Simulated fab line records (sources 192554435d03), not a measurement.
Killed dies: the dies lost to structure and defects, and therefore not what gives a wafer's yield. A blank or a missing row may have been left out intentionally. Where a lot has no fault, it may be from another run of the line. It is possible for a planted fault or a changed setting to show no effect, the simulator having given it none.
Problem report, 8D (eight disciplines) form, completed by code | flow n5 finfet | the parts of the form that need people (team, actions taken, sign-off) are left out

1. THE PROBLEM
M4_ILD_THK at N5_BEOL_M4_THK_MEAS_01 reads a mean of 89.2 nm on 1 wafer of 1 lot; wafers without a fault read 79.2 nm with a standard deviation of 1.1. Measured from the usual mean, that is +9.1 standard deviations.
First observed at day 12 22:46: wafer L733.2, on film metro-02. At this step, 30 wafers from 10 lots have a number in the record. Rule for "out", or "out of limits": more than 4 standard deviations from the usual mean. All remaining wafers that have a number are taken as sound.

2. WHAT IT IS, WHAT IT ISN'T
question                    | is                | is not
which readings at this step | M4_ILD_THK        | -
which lots                  | L733              | L713, L717, L718, L719, L720, L722, L725, L734, L735
which wafers of those lots  | L733.2            | L733.3, L733.5
read on which gauges        | film metro-02     | film metro-01
when                        | from day 12 22:46 | up to then (23 sound wafers); but 6 sound wafers of L734, L735 came after

3. SUSPECTS, AND WHAT RULES EACH OUT
Counting: a tool at a process step up to the reading stays a suspect if it ran every lot that is out. Sound lots after the first of them don't rule it out here, since some wafers of a struck lot are sound.
- the gauge at N5_BEOL_M4_THK_MEAS_01: kept. All the wafers that are out were read on film metro-02, and no step on other tools shows them out.
- pvd sputter-03 at N5_BEOL_M3_ANNEAL_91 (time 240 s): kept. It ran the lot that is out, L733 (day 12 21:01); its last sound lot up to then is L718 (day 9 19:41).
- cmp-04 at N5_BEOL_M3_CMP_52 (polishes, stops on SiOC, t overpolish 6.8 s, target thk 40 nm): kept. It ran the lot that is out, L733 (day 12 22:05); its last sound lot up to then is L725 (day 11 19:25).
- cvd co-02 at N5_BEOL_M3_PRE_CLEAN_60 (time 15 s): kept. It ran the lot that is out, L733 (day 12 22:25); its last sound lot up to then is L725 (day 11 19:42).
- pecvd-01 at N5_BEOL_M4_ILD_DEP_00 (deposits SiOC from DEMS/O2, target thk 79 nm, time 15.3 s): kept. It ran the lot that is out, L733 (day 12 22:42); its last sound lot up to then is L725 (day 11 20:01).
- In cmp-04 at N5_BEOL_M3_CMP_52, the wafers that are out were processed in chamber 1 and their sound lot-mates in chambers 2, 3.
- Within cvd co-02 at N5_BEOL_M3_PRE_CLEAN_60: the wafers that are out ran in chamber 2; their sound lot-mates ran in chamber 1.
- In pecvd-01 at N5_BEOL_M4_ILD_DEP_00, the wafers that are out were processed in chamber 0 and their sound lot-mates in chambers 1, 2.
Left after counting: pvd sputter-03 at N5_BEOL_M3_ANNEAL_91, cmp-04 at N5_BEOL_M3_CMP_52, cvd co-02 at N5_BEOL_M3_PRE_CLEAN_60, pecvd-01 at N5_BEOL_M4_ILD_DEP_00, film metro-02 at N5_BEOL_M4_THK_MEAS_01.

4. THE CAUSE (what the simulator had put in)
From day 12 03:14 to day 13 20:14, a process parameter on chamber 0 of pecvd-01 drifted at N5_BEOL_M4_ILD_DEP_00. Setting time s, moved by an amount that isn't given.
Counting leaves 5 suspects; this tool is one of them.

5. SEQUENCE OF EFFECTS, ordered by route
Each row: a reading where the mean over the struck wafers with a number is more than 3 standard deviations away from the usual. Only readings for which the record gives a usual standard deviation are gone through. hours: the time from each lot's start at the first step in this table that gives one to its start at this step, as a median over the lots. sigmas: the change in usual standard deviations.
hours | step                   | reading    | usual   | on struck wafers | change | sigmas
0     | N5_BEOL_M4_THK_MEAS_01 | M4_ILD_THK | 79.2 nm | 89.2             | +10.0  | +9.1
Later steps that measure or inspect, where all struck wafers having a row at the step show a number for every such reading and not one has moved that far: N5_BEOL_M4_RC_MEAS_101.

6. HOW IT WOULD HAVE BEEN CAUGHT EARLIER
The first out-of-limits reading at a measuring or inspecting step in this record came at day 12 22:46, 20 hours after the fault's start at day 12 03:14.
No tool reading at N5_BEOL_M4_ILD_DEP_00 that has a usual standard deviation in the record was out on any struck wafer, so an alarm limit of 4 standard deviations on those readings would not have fired.
Lots out: 1; all had begun N5_BEOL_M4_ILD_DEP_00 on pecvd-01 by day 12 22:46. Had the tool been put on hold then, not one of them would have been saved.
